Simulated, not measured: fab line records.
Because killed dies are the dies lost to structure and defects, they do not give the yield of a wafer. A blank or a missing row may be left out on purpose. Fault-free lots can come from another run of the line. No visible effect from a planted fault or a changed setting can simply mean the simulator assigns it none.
Matching of chambers | flow n5-finfet | N5_BEOL_M0_SAQP_ALD_48 on ald-sin-01: 4 sister chambers
The step deposits SiO2, target thk 20 nm, pulse time 1 s, co reactant pulse time 1 s. 4 wafers are shown with their chamber, then 9 later ones without.

== WAFERS, EACH WITH ITS CHAMBER ==
wafer  | chamber | heater-power-w (W)
L083.3 | 1       | 81
L083.4 | 3       | 86
L086.4 | 0       | 70
L086.5 | 2       | 77

== WAFERS WHOSE CHAMBER IS MISSING ==
wafer  | heater-power-w (W)
L089.1 | 86
L089.3 | 76
L089.6 | 75
L095.1 | 85
L095.3 | 76
L095.6 | 76
L096.1 | 82
L096.5 | 78
L096.6 | 86

== WHICH CHAMBER EACH ONE RAN IN ==
wafer  | from the rows above     | in truth
L089.1 | 3                       | 3
L089.3 | 2                       | 2
L089.6 | 2                       | 2
L095.1 | 3                       | 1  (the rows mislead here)
L095.3 | 2                       | 2
L095.6 | 2                       | 2
L096.1 | 1                       | 1
L096.5 | can't be placed: 2 or 1 | 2
L096.6 | 3                       | 3
7 of 9 placed correctly. These rows do not allow placing 1 (true chamber among the candidates in 1). Number placed wrongly: 1.
How it was worked out, from the rows above alone: a wafer's distance from a chamber is the root of the sum, over the readings, of the square of ((its reading less the chamber's mean) divided by the reading's scatter). If the next closest chamber is less than 2 further off than the closest, the wafer can't be placed; otherwise it belongs to the closest. Each chamber's mean is taken over the wafers shown for it. The scatter: root of mean squared gap, hidden wafer to nearest shown wafer, with one shown wafer a chamber.
